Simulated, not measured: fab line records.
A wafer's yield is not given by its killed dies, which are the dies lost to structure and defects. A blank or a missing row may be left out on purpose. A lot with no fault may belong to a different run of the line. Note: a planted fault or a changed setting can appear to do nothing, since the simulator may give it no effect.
What tool caused it? ; flow nand harc ; 12 lots with 36 wafers sampled at 4 steps, on a route of 1302 steps

== WHAT EACH GAUGE READ, for each wafer ==
No reading from a measuring or inspecting step in the record can be judged against a usual standard deviation.

== EACH LOT AND THE TOOL THAT RAN IT (in order: tool; ch and the chambers of the sampled wafers; start) ==
lot;NHARC_P_GATE_HM_DEP_102;NHARC_P_GATE_ETCH_104;NHARC_P_GATE_STRIP_111;NHARC_P_GATE_DESCUM_93
L958;acl dep-02 ch 0, day 5 20:59;rie diel-01 ch 2,3, day 5 22:28;plasma asher-01 ch 0,1, day 6 10:41;rie diel-13 ch 0,2,3, day 6 13:41
L959;acl dep-01 ch 0, day 6 11:55;rie diel-07 ch 1,2,3, day 6 13:20;plasma asher-01 ch 0,1, day 7 01:44;rie diel-01 ch 1,3, day 7 04:46
L960;acl dep-01 ch 0, day 6 12:34;rie diel-07 ch 0,1,3, day 6 13:52;plasma asher-02 ch 0,1, day 7 02:11;rie diel-07 ch 0,1, day 7 05:05
L961;acl dep-02 ch 0, day 6 21:20;rie diel-07 ch 1,2, day 6 22:58;plasma asher-01 ch 0,1, day 7 11:24;rie diel-13 ch 1,2,3, day 7 14:11
L964;acl dep-03 ch 0, day 8 13:53;rie diel-01 ch 2,3, day 8 15:24;plasma asher-02 ch 0,1, day 9 03:31;rie diel-01 ch 1,2,3, day 9 06:39
L966;acl dep-03 ch 0, day 9 00:53;rie diel-13 ch 1,2,3, day 9 02:31;plasma asher-02 ch 0,1, day 9 14:43;rie diel-07 ch 0,1,2, day 9 17:52
L972;acl dep-03 ch 0, day 11 14:58;rie diel-13 ch 1,2,3, day 11 16:15;plasma asher-02 ch 0,1, day 12 06:50;rie diel-07 ch 2,3, day 12 09:43
L974;acl dep-03 ch 0, day 12 14:12;rie diel-07 ch 0,1, day 12 15:56;plasma asher-01 ch 0,1, day 13 06:23;rie diel-13 ch 0,1,3, day 13 09:19
L976;acl dep-03 ch 0, day 13 06:23;rie diel-01 ch 0,2,3, day 13 07:53;plasma asher-01 ch 0,1, day 13 20:03;rie diel-07 ch 1,2, day 14 02:43
L977;acl dep-02 ch 0, day 13 12:24;rie diel-13 ch 0,2,3, day 13 13:56;plasma asher-01 ch 1, day 14 02:05;rie diel-13 ch 1,2,3, day 14 05:03
L978;acl dep-02 ch 0, day 14 02:59;rie diel-13 ch 0,1, day 14 04:19;plasma asher-01 ch 0,1, day 14 18:38;rie diel-01 ch 1,2,3, day 14 21:38
L979;acl dep-03 ch 0, day 14 16:54;rie diel-07 ch 0,2,3, day 14 18:31;plasma asher-02 ch 0,1, day 15 09:22;rie diel-07 ch 0,1,2, day 15 14:53
- NHARC_P_GATE_HM_DEP_102: deposits aC, target thk 120 nm.
- NHARC_P_GATE_ETCH_104: etches the open film in CF4/CHF3, target depth 60 nm.
- NHARC_P_GATE_STRIP_111: strips in N2/H2, time 250 s.
- NHARC_P_GATE_DESCUM_93: chemistry O2, time 3 s.

== AS READ BY THE TOOLS THEMSELVES (means over the sampled wafers that have a number; for cases with no such wafer, the mark the record gives instead) ==
NHARC_P_GATE_HM_DEP_102.
lot;tool;throttle valve pct (%)
L958;acl dep-02;34.997
L959;acl dep-01;34.994
L960;acl dep-01;35.001
L961;acl dep-02;34.999
L964;acl dep-03;34.998
L966;acl dep-03;35.000
L972;acl dep-03;35.000
L974;acl dep-03;35.006
L976;acl dep-03;35.009
L977;acl dep-02;34.992
L978;acl dep-02;35.011
L979;acl dep-03;34.996

NHARC_P_GATE_ETCH_104.
lot;tool;cf4 flow sccm (sccm);drypump motor current A (A);oes product au (a.u.);rf fwd power W (W);rf vpp V (V);showerhead plenum p Torr (Torr);throttle valve pct (%)
L958;rie diel-01;100.1;6.0;0.949;494.7;370.8;1.60;16.801
L959;rie diel-07;100.1;5.9;0.967;488.3;372.2;1.60;16.796
L960;rie diel-07;99.8;5.8;0.969;491.7;369.5;1.55;16.804
L961;rie diel-07;99.7;6.2;0.960;488.3;370.9;1.58;16.798
L964;rie diel-01;100.4;6.0;0.853;429.2;371.6;1.60;16.810
L966;rie diel-13;100.2;6.1;0.931;492.7;371.8;1.60;16.799
L972;rie diel-13;99.9;6.1;0.951;493.9;370.8;1.60;16.810
L974;rie diel-07;100.3;5.8;0.951;495.3;368.9;1.52;16.811
L976;rie diel-01;100.0;5.7;0.930;494.4;371.3;1.59;16.793
L977;rie diel-13;100.2;5.8;0.927;494.5;370.6;1.56;16.797
L978;rie diel-13;99.9;6.5;0.926;493.2;371.8;1.58;16.809
L979;rie diel-07;100.2;5.5;0.964;490.6;371.2;1.59;16.792

NHARC_P_GATE_STRIP_111.
lot;tool;drypump motor current A (A);heater power w (W)
L958;plasma asher-01;5.5;89
L959;plasma asher-01;5.5;90
L960;plasma asher-02;5.8;73
L961;plasma asher-01;5.9;91
L964;plasma asher-02;5.8;73
L966;plasma asher-02;5.3;77
L972;plasma asher-02;5.3;81
L974;plasma asher-01;5.9;94
L976;plasma asher-01;5.6;91
L977;plasma asher-01;6.3;99
L978;plasma asher-01;5.9;94
L979;plasma asher-02;5.8;77

NHARC_P_GATE_DESCUM_93.
lot;tool;drypump motor current A (A);oes product au (a.u.);rf vpp V (V);showerhead plenum p Torr (Torr);throttle valve pct (%)
L958;rie diel-13;5.8;1.010;57.0;1.89;11.306
L959;rie diel-01;6.1;1.002;57.4;1.95;11.311
L960;rie diel-07;5.8;0.996;57.5;1.84;11.308
L961;rie diel-13;6.1;1.009;58.0;1.95;11.310
L964;rie diel-01;5.9;1.001;58.0;1.93;11.310
L966;rie diel-07;5.9;1.001;57.5;1.91;11.319
L972;rie diel-07;5.6;1.001;58.5;2.01;11.308
L974;rie diel-13;6.2;0.996;58.1;1.93;11.314
L976;rie diel-07;6.2;0.994;58.2;1.91;11.321
L977;rie diel-13;6.1;0.995;57.6;1.95;11.315
L978;rie diel-01;5.9;1.008;57.7;1.93;11.312
L979;rie diel-07;5.8;1.002;56.9;1.91;11.313

== THE ANSWER, worked out from the rows above alone ==
Rule: the lots themselves supply what counts as usual. The widest of any qualifying gaps counts: lots, ordered by their means at a reading, are off when they make up no more than a third of the lots, leave a main group of 4 or more, and stand apart from it by 3 or more times the standard deviation of that group's means. A main group is skipped when, at the precision printed for the reading in the tables above, its means are all equal. A lot without any number at a reading at which 4 lots or more have one is off too. Any other lot the step has rows for is counted as sound. First the gauges in route order, then the tools' own readings, where a lot's mean is used as printed above. At the first step where some lot is off, the reading lying furthest off is the one used; lots without a number count as furthest.
Off: L964 (NHARC_P_GATE_ETCH_104, rf fwd power W). Mean 492.5 W and standard deviation 2.4 in the main group.
A tool fits if, at that step or a process step before it, it ran every lot that is off, and no sound lot after the first of them. Not one of the candidates tried fits.

== WHAT THE SIMULATOR PUT IN ==
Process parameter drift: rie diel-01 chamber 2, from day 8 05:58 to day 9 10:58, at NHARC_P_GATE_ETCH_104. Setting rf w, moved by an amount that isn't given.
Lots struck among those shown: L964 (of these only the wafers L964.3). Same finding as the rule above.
